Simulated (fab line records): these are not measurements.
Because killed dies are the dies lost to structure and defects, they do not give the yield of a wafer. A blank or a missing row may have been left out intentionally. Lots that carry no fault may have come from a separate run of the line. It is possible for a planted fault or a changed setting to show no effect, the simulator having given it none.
Matching of chambers	flow nand_harc	NHARC_P_M2_STRIP_18 on rie_diel-05 has 4 sister chambers
The step strips in N2/H2. 4 wafers are shown with their chamber, then 11 later ones without.

## WAFERS PAIRED WITH THEIR CHAMBERS
wafer	chamber	drypump_motor_current_A (A)
L089.1	3	6.0
L089.2	1	5.4
L089.3	0	5.1
L089.4	2	5.8

## WAFERS MISSING THEIR CHAMBER
wafer	drypump_motor_current_A (A)
L089.5	5.1
L089.6	6.0
L091.2	5.1
L091.3	5.4
L091.5	5.1
L092.3	5.2
L092.4	5.4
L092.5	5.1
L093.1	5.4
L093.2	5.1
L093.3	6.0

## CHAMBER TAKEN BY EACH
wafer	from the rows above	in truth
L089.5	0	0
L089.6	3	3
L091.2	0	0
L091.3	1	1
L091.5	0	0
L092.3	0	0
L092.4	1	1
L092.5	0	0
L093.1	1	1
L093.2	0	0
L093.3	3	3
Correctly placed: 11 of 11. Not placeable from these rows: 0. Wrongly placed: 0.
How it was worked out, from the rows above alone: a wafer's distance from a chamber is the root of the sum, over the readings, of the square of ((its reading less the chamber's mean) divided by the reading's scatter). The wafer belongs to the nearest chamber; if the next one is less than 2 further off, it can't be placed. A chamber's mean is the mean of its shown wafers. The scatter (one wafer shown for each chamber): square how far every hidden wafer sits from the nearest shown wafer, average those squares and take the square root.
